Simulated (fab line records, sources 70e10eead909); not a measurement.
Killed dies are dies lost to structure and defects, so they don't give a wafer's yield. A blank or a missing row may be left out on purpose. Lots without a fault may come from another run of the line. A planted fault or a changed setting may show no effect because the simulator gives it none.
One fault seen from 2 desks | flow nand_harc | each desk has only its own numbers; what lay behind them comes last

THE TOOL OWNER'S DESK: rie_diel-04
The tool's own readings at NHARC_P_M2_ETCH_15 (etches the open film in C4F8/Ar, target depth 182.5 nm, time 91.2 s): means of the sampled wafers that have a number, for each lot that ran on this tool. A lot is out of limits, marked OUT, if its mean lies more than 4 standard deviations from the usual mean; the brackets give that distance.
Columns: A = oes_product_au at NHARC_P_M2_ETCH_15, usual 0.937 a.u.; B = rf_vpp_V at NHARC_P_M2_ETCH_15, usual 441.5 V
lot  | first seen here | A     | B
L412 | day 6 18:59     | 0.921 | 439.6
L414 | day 7 21:50     | 0.929 | 439.6
L415 | day 8 04:04     | 0.935 | 440.8
L418 | day 9 11:34     | 0.963 | 441.9
L425 | day 12 07:57    | 0.916 | 441.1
L424 | day 12 10:55    | 0.911 | 440.8
This desk's finding: nothing out of limits on any of the 6 lots.

THE METROLOGY DESK
What the gauges read, lot by lot, whatever tool the lot ran on: means of the sampled wafers that have a number. A lot is out of limits, marked OUT, if its mean lies more than 4 standard deviations from the usual mean; the brackets give that distance.
Columns: A = overlay_x_nm at NHARC_HYBRID_BOND_OVL_MEAS_05, usual 1 nm; B = overlay_y_nm at NHARC_HYBRID_BOND_OVL_MEAS_05, usual -3 nm; C = cd_nm at NHARC_THIN_TSV_CD_MEAS_37, usual 4999 nm
lot  | first seen here | A   | B   | C
L412 | day 24 07:29    | -25 | 12  | 5003
L413 | day 24 07:29    | 6   | -2  | 4996
L414 | day 25 01:35    | -17 | -30 | 4990
L415 | day 25 01:36    | -44 | -7  | 4998
L417 | day 25 16:46    | 12  | 28  | 5002
L416 | day 26 11:49    | -19 | 21  | 5000
L418 | day 27 05:32    | -5  | -24 | 4998
L424 | day 29 07:46    | -12 | 18  | 4997
L425 | day 29 07:46    | 5   | -8  | 5001
L430 | day 31 11:08    | -19 | -32 | 5002
L431 | day 31 20:02    | 8   | -45 | 5002
L432 | day 31 20:02    | -15 | -37 | 4995
L433 | day 33 03:14    | 7   | 38  | 5000
L434 | day 33 14:45    | 9   | -17 | 4999
This desk's finding: nothing out of limits on any of the 14 lots.

PUT TOGETHER
The tool owner's desk saw nothing out of limits.
The metrology desk saw nothing out of limits.

WHAT THE SIMULATOR HAD PUT IN
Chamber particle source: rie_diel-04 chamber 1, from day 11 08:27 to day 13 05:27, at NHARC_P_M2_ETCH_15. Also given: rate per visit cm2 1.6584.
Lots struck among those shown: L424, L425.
